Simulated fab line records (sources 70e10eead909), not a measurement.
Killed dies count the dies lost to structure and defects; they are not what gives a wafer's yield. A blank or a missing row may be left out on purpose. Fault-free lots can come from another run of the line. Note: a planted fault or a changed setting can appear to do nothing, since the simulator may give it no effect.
Chamber matching :: flow nand harc :: rie si-06 running NHARC_A_CHANNEL_FILL_D2_ETCHBACK_19: 4 sister chambers
The step etches the open film in HBr/Cl2, target depth 5 nm, time 1.7 s. 8 wafers are shown with their chamber, then 9 later ones without.

== EACH WAFER AND ITS CHAMBER ==
wafer: L086.2
chamber: 3
drypump motor current A (A): 6.2
he backside leak sccm (sccm): 2.92

wafer: L086.4
chamber: 2
drypump motor current A (A): 6.0
he backside leak sccm (sccm): 2.50

wafer: L091.2
chamber: 0
drypump motor current A (A): 5.3
he backside leak sccm (sccm): 2.85

wafer: L091.3
chamber: 2
drypump motor current A (A): 6.1
he backside leak sccm (sccm): 2.33

wafer: L091.5
chamber: 1
drypump motor current A (A): 5.3
he backside leak sccm (sccm): 2.89

wafer: L089.4
chamber: 3
drypump motor current A (A): 6.2
he backside leak sccm (sccm): 3.19

wafer: L089.5
chamber: 0
drypump motor current A (A): 5.3
he backside leak sccm (sccm): 2.61

wafer: L089.6
chamber: 1
drypump motor current A (A): 5.3
he backside leak sccm (sccm): 2.80

== WAFERS MISSING THEIR CHAMBER ==
wafer: L094.2
drypump motor current A (A): 6.0
he backside leak sccm (sccm): 2.42

wafer: L094.4
drypump motor current A (A): 5.3
he backside leak sccm (sccm): 2.95

wafer: L094.6
drypump motor current A (A): 6.0
he backside leak sccm (sccm): 2.50

wafer: L095.3
drypump motor current A (A): 5.3
he backside leak sccm (sccm): 2.75

wafer: L095.5
drypump motor current A (A): 6.0
he backside leak sccm (sccm): 2.43

wafer: L095.6
drypump motor current A (A): 6.2
he backside leak sccm (sccm): 2.99

wafer: L097.2
drypump motor current A (A): 5.3
he backside leak sccm (sccm): 2.67

wafer: L097.3
drypump motor current A (A): 6.0
he backside leak sccm (sccm): 2.55

wafer: L097.5
drypump motor current A (A): 5.3
he backside leak sccm (sccm): 2.85

== CHAMBER TAKEN BY EACH ==
wafer: L094.2
from the rows above: 2
in truth: 2

wafer: L094.4
from the rows above: can't be placed: 1 or 0
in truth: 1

wafer: L094.6
from the rows above: 2
in truth: 2

wafer: L095.3
from the rows above: can't be placed: 0 or 1
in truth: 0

wafer: L095.5
from the rows above: 2
in truth: 2

wafer: L095.6
from the rows above: 3
in truth: 3

wafer: L097.2
from the rows above: can't be placed: 0 or 1
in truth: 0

wafer: L097.3
from the rows above: 2
in truth: 2

wafer: L097.5
from the rows above: can't be placed: 1 or 0
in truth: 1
Placed correctly: 5 of 9. Cannot be placed on the basis of these rows: 4; the candidates contain the true chamber in 4. Placed wrongly: 0.
How it was worked out, from the rows above alone: a wafer's distance from a chamber is the root of the sum, over the readings, of the square of ((its reading less the chamber's mean) divided by the reading's scatter). The wafer belongs to the nearest chamber; if the next one is less than 2 further off, it can't be placed. Each chamber's mean is taken over the wafers shown for it. The scatter: take each reading less its chamber's mean, square it, sum over the shown wafers, divide by the number of wafers less the number of chambers, and take the root.
